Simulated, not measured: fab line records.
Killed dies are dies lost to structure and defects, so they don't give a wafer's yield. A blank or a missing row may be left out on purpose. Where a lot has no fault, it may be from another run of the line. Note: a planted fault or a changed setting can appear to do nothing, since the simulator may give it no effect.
Struck lot and sound lot, side by side -- flow n5-finfet -- 39 out of 1938 route steps
Sound: wafers L896.1, L896.2, L896.6. Wafers L901.1, L901.2 were the ones struck. The cause is named last.
For every step that has rows: the tool of each side, followed by ch and its chambers, followed by its first start. Under that, the readings that differ: sound wafers -- struck wafers -- difference of the means -- sigmas: that difference in standard deviations of wafers without a fault.
alike: readings whose means differ by less than 2 such deviations, and words and numbers that are the same on both sides. not compared: withheld readings, readings that some wafer has no value for, bounds like >300 that may hide the same value, and numbers for which the record gives no deviation and whose values overlap.
The two part at a step that has a row with sigmas, a row that says differs or no value, or rows on one side only. Numbers that don't overlap but have no deviation are shown without sigmas and don't part them. A reading missing from all wafers of one side parts the sides only when that side holds two or more wafers.

first, 9 steps without rows for these wafers: N5_BEOL_M4_COAT_05 (resist thk 30 nm); N5_BEOL_M4_EBR_07; N5_BEOL_M4_SOFTBAKE_06 (time 60 s); N5_BEOL_M4_EXPOSE_08 (exposes mask M4); N5_BEOL_M4_PEB_09 (peb time 60 s); N5_BEOL_M4_DEVELOP_10 (develop time 30 s); N5_BEOL_M4_DESCUM_16 (chemistry O2, time 7 s); N5_BEOL_M4_ETCH_74 (etches underlayer in N2/H2, target depth 6.5 nm, time 5.2 s); N5_BEOL_M4_ETCH_63 (etches SiARC in CF4, target depth 15.6 nm, time 26 s).
N5_BEOL_M4_ETCH_64: etches SOC in N2/H2, target depth 75 nm, overetch 22.5 nm, time 121.9 s.
  sound on rie-diel-03 ch 0,2, day 11 06:50; struck on rie-diel-03 ch 1,2, day 12 15:35
reading,sound,struck,difference,sigmas
oes-product-au (a.u.),0.54 0.64 0.64,0.85 0.89,+0.26,+4
rf-fwd-power-W (W),842.1 837.5 837.0,- -,no value on the struck wafers,
model.etch.depth-nm (nm),60.15 59.97 60.08,56.02 56.11,-4.00,
model.SiARC_of_BEOL_M4_COAT_62.thk-nm (nm),6.4 5.8 5.8,8.6 8.6,+2.6,
  alike: drypump-motor-current-A, rf-vpp-V, showerhead-plenum-p-Torr, throttle-valve-pct
  not compared: rf-hours-counter-h, model.BEOL_M4.cd-offset-nm
then, 3 steps without rows for these wafers: N5_BEOL_M4_STRIP_65 (strips in N2/H2); N5_BEOL_M4_STRIP_75 (strips in N2/H2); N5_BEOL_M4_STRIP_66 (strips in CF4).
N5_BEOL_M4_HM_OPEN_17: chemistry Cl2/BCl3, target TiN, target depth 20 nm, overetch 6 nm.
  sound on rie-metal-02 ch 0, day 11 07:01; struck on rie-metal-01 ch 0,1, day 12 15:46
reading,sound,struck,difference,sigmas
drypump-motor-current-A (A),6.5 6.5 6.5,4.8 5.8,-1.2,-2
oes_ar_750_au (a.u.),0.93 0.93 0.92,0.68 0.77,-0.20,-2
oes-product-au (a.u.),0.78 0.78 0.79,0.54 0.65,-0.19,-2
rf-fwd-power-W (W),999 998 1001,987 991,-10,-3
  alike: throttle-valve-pct
  not compared: rf-hours-counter-h, model.BEOL_M4.cd-offset-nm
then, 14 steps without rows for these wafers: N5_BEOL_M4_STRIP_19 (strips in O2); N5_BEOL_M4_COAT_67 (time 60 s, resist thk 60 nm); N5_BEOL_M4_COAT_68 (time 60 s, resist thk 12 nm); N5_BEOL_M4_COAT_76 (time 60 s, resist thk 5 nm); N5_BEOL_M4_COAT_22 (resist thk 30 nm); N5_BEOL_M4_EBR_24; N5_BEOL_M4_SOFTBAKE_23 (time 60 s); N5_BEOL_M4_EXPOSE_25 (exposes mask V3, defocus 5 nm); N5_BEOL_M4_PEB_26 (peb time 60 s); N5_BEOL_M4_DEVELOP_27 (develop time 30 s); N5_BEOL_M4_DESCUM_33 (chemistry O2, time 7 s); N5_BEOL_M4_ETCH_77 (etches underlayer in N2/H2, target depth 6.5 nm, time 5.2 s); N5_BEOL_M4_ETCH_69 (etches SiARC in CF4, target depth 15.6 nm, time 26 s); N5_BEOL_M4_ALD_98 (deposits SiO2, target thk 2.5 nm, pulse time 1 s, co reactant pulse time 1 s).
N5_BEOL_M4_ETCHBACK_99: etches SiO2 in CHF3, target depth 5 nm, time 10.4 s.
  sound on rie-diel-01 ch 0,1,3, day 11 14:03; struck on rie-diel-03 ch 1,3, day 12 19:23
reading,sound,struck,difference,sigmas
oes-product-au (a.u.),0.76 0.87 0.67,0.39 0.35,-0.40,-4
  alike: drypump-motor-current-A, oes_ar_750_au, rf-fwd-power-W, rf-vpp-V, showerhead-plenum-p-Torr, throttle-valve-pct
  not compared: rf-hours-counter-h
then, 5 steps without rows for these wafers: N5_BEOL_M4_ETCH_70 (etches SOC in N2/H2, target depth 80 nm, overetch 24 nm, time 130 s); N5_BEOL_M4_STRIP_71 (strips in N2/H2); N5_BEOL_M4_STRIP_78 (strips in N2/H2); N5_BEOL_M4_STRIP_83 (strips in C4F6/O2); N5_BEOL_M4_STRIP_36 (strips in N2/H2).
N5_BEOL_M4_OCD_MEAS_38:
  sound: ocd-01 at day 11 14:26; struck: ocd-02 at day 12 19:47
reading,sound,struck,difference,sigmas
trench-depth-nm (nm),55.2 54.9 55.0,6.6 6.3,-48.6,-35
N5_BEOL_M4_CD_MEAS_35: target cd 18 nm, target cd y 22.4 nm.
  sound: cd-sem-03 at day 11 14:35; struck: cd-sem-03 at day 12 19:58
reading,sound,struck,difference,sigmas
cd-nm (nm),18.6 17.2 18.1,- -,no value on the struck wafers,
N5_BEOL_M4_THK_MEAS_53: measures by xrf.
  sound: film-metro-02 at day 11 18:34; struck: film-metro-01 at day 12 23:32
reading,sound,struck,difference,sigmas
M4_THK (nm),41.5 38.6 41.6,- -,no value on the struck wafers,
N5_BEOL_M4_RC_MEAS_101:
  the record has rows for the sound wafers here (prober-02 ch 0, day 11 18:54) and none for the struck ones
-- the record jumps here: 5 days lie between the struck wafers' starts before and after (it left off in module BEOL_M4 and takes up again in module PASSIVATION, whose first step shown is number 1936 of the route) --
N5_PASSIVATION_PROBE_49:
  sound: prober-01 at day 16 13:20; struck: prober-02 at day 17 19:01
reading,sound,struck,difference,sigmas
defect-limited-yield (%),91.4 91.9 90.8,13.4 16.3,-76.5,-55
killed_at_M4_up,7 9 14,942 908,+915,+99 or more
killed-at-contacts,19 16 26,8 8,-12,-2
killed-dies,101 96 109,1022 988,+903,+56
killed-on-rim,9 10 9,146 136,+132,+33
sort_bin_5_function (%),5.3 4.4 5.6,83.6 80.7,+77.1,+87
sort-n-pass,1079 1084 1071,158 192,-903,-32
sort-yield-pct (%),91.4 91.9 90.8,13.4 16.3,-76.5,-32
  alike: killed_at_M0_to_M3, killed-at-front-end, killed-at-other, killed-open, killed-short, sort_bin_6_memory

WHERE THEY PART
Earliest at N5_BEOL_M4_ETCH_64; latest, in this record, at N5_PASSIVATION_PROBE_49.

WHY: whatever the simulator had introduced
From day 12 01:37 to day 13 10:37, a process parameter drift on rie-diel-03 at N5_BEOL_M4_ETCH_64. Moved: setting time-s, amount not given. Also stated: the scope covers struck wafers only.
